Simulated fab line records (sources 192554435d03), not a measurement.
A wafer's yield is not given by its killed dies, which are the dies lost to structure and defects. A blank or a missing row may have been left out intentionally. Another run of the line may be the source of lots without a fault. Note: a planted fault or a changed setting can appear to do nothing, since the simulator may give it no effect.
Which of the tools did it?    flow n5Finfet    11 lots, 29 wafers sampled, at 3 steps of a route of 1938

WHAT THE GAUGES SHOWED, per wafer
N5_BEOL_M11_OCD_MEAS_38.
lot   measured      on      trenchDepthNm (nm)
L151  day 10 19:05  ocd-02  152 152 152
L153  day 10 19:21  ocd-01  146 147 144
L152  day 11 13:41  ocd-02  147 151
L156  day 11 20:25  ocd-01  144 151
L159  day 12 17:07  ocd-02  148 150 154
L160  day 12 17:13  ocd-02  151 148 149
L158  day 12 22:17  ocd-01  150 147
L168  day 15 02:50  ocd-01  146 146
L172  day 16 04:04  ocd-01  153 145 149
L173  day 16 20:13  ocd-02  146 145 144
L174  day 17 05:07  ocd-02  155 150 150

TOOL THAT RAN EACH LOT (tool first, then ch and the chambers of the sampled wafers, then the start)
lot   N5_BEOL_M11_STRIP_36               N5_BEOL_M11_STRIP_77
L151  rieDiel-06 ch 0,1, day 10 18:52    rieDiel-06 ch 0,1, day 10 19:05 or earlier
L153  rieDiel-05 ch 0,2,3, day 10 19:07  rieDiel-05 ch 0,2,3, day 10 19:21 or earlier
L152  rieDiel-01 ch 0,3, day 11 13:27    rieDiel-01 ch 0,3, day 11 13:41 or earlier
L156  rieDiel-01 ch 2,3, day 11 20:11    rieDiel-01 ch 2,3, day 11 20:25 or earlier
L159  rieDiel-06 ch 1,2,3, day 12 16:54  rieDiel-06 ch 1,2,3, day 12 17:07 or earlier
L160  rieDiel-01 ch 0,1, day 12 16:59    rieDiel-01 ch 0,1, day 12 17:13 or earlier
L158  rieDiel-05 ch 0,1, day 12 22:04    rieDiel-05 ch 0,1, day 12 22:17 or earlier
L168  rieDiel-05 ch 0,3, day 15 02:37    rieDiel-05 ch 0,3, day 15 02:50 or earlier
L172  rieDiel-01 ch 1,2,3, day 16 03:50  rieDiel-01 ch 1,2,3, day 16 04:04 or earlier
L173  rieDiel-05 ch 1,2,3, day 16 19:59  rieDiel-05 ch 1,2,3, day 16 20:13 or earlier
L174  rieDiel-06 ch 0,1,2, day 17 04:53  rieDiel-06 ch 0,1,2, day 17 05:07 or earlier
- N5_BEOL_M11_STRIP_36: strips in N2/H2.
- N5_BEOL_M11_STRIP_77: strips in N2/H2, time 10 s.

AS READ BY THE TOOLS THEMSELVES (means over the sampled wafers that have a number; for cases with no such wafer, the mark the record gives instead)
N5_BEOL_M11_STRIP_36.
lot   tool        drypumpMotorCurrentA (A)  n2FlowSccm (sccm)  oesProductAu (a.u.)  rfVppV (V)  showerheadPlenumPTorr (Torr)  tempC (C)  throttleValvePct (%)
L151  rieDiel-06  5.7                       200.2              0.91                 59.8        2.68                          40.08      23.8
L153  rieDiel-05  5.6                       199.8              0.78                 58.5        2.56                          39.94      24.0
L152  rieDiel-01  6.3                       200.3              0.81                 59.1        2.50                          40.01      23.5
L156  rieDiel-01  6.0                       199.9              0.82                 60.1        2.46                          39.98      23.4
L159  rieDiel-06  5.9                       199.8              0.84                 60.3        2.61                          39.94      24.0
L160  rieDiel-01  5.5                       200.9              0.69                 60.6        2.58                          40.07      23.7
L158  rieDiel-05  5.8                       200.2              0.80                 60.2        2.52                          39.82      23.5
L168  rieDiel-05  5.7                       199.7              0.71                 58.7        2.52                          40.00      24.0
L172  rieDiel-01  5.6                       199.7              0.83                 58.9        2.50                          39.90      23.5
L173  rieDiel-05  5.9                       200.1              0.80                 57.6        2.60                          39.93      23.8
L174  rieDiel-06  5.8                       199.8              0.82                 61.4        2.67                          39.92      24.0

N5_BEOL_M11_STRIP_77.
lot   tool        drypumpMotorCurrentA (A)  n2FlowSccm (sccm)  oesProductAu (a.u.)  rfVppV (V)  showerheadPlenumPTorr (Torr)  tempC (C)  throttleValvePct (%)
L151  rieDiel-06  5.7                       199.7              0.91                 59.6        2.68                          39.97      23.8
L153  rieDiel-05  5.6                       200.2              0.78                 59.2        2.56                          40.05      24.0
L152  rieDiel-01  6.3                       200.4              0.81                 59.0        2.50                          40.09      23.6
L156  rieDiel-01  6.0                       199.6              0.81                 59.7        2.46                          40.05      23.4
L159  rieDiel-06  6.0                       199.6              0.84                 59.2        2.61                          39.95      23.9
L160  rieDiel-01  5.5                       200.2              0.69                 60.0        2.58                          39.90      23.7
L158  rieDiel-05  5.8                       200.0              0.81                 57.9        2.52                          39.97      23.5
L168  rieDiel-05  5.7                       200.5              0.71                 59.0        2.52                          39.87      24.0
L172  rieDiel-01  5.6                       200.0              0.83                 58.9        2.50                          40.05      23.5
L173  rieDiel-05  5.9                       200.0              0.79                 58.7        2.60                          40.01      23.8
L174  rieDiel-06  5.8                       200.2              0.82                 60.3        2.67                          39.89      24.0

THE ANSWER, worked out from the rows above alone
Rule: what is usual is taken from the lots themselves. Put in order of their means at a reading, lots are off if they are a third of the lots or fewer, leave a main group of 4 or more, and stand apart from it by a gap of 3 or more times the standard deviation of the main group's means; of several such gaps the widest counts. If all means in a main group match to the digits the tables above print for the reading, that group is not used. Also off: a lot with no number at a reading for which 4 or more lots have one. Where the step has rows for the other lots, those lots are counted as sound. First the gauges in route order, then the tools' own readings, where a lot's mean is used as printed above. At the first step where some lot is off, the reading lying furthest off is the one used; lots without a number count as furthest.
Nothing can be told from this: no lot is off at any reading shown.

WHAT THE SIMULATOR HAD PUT IN
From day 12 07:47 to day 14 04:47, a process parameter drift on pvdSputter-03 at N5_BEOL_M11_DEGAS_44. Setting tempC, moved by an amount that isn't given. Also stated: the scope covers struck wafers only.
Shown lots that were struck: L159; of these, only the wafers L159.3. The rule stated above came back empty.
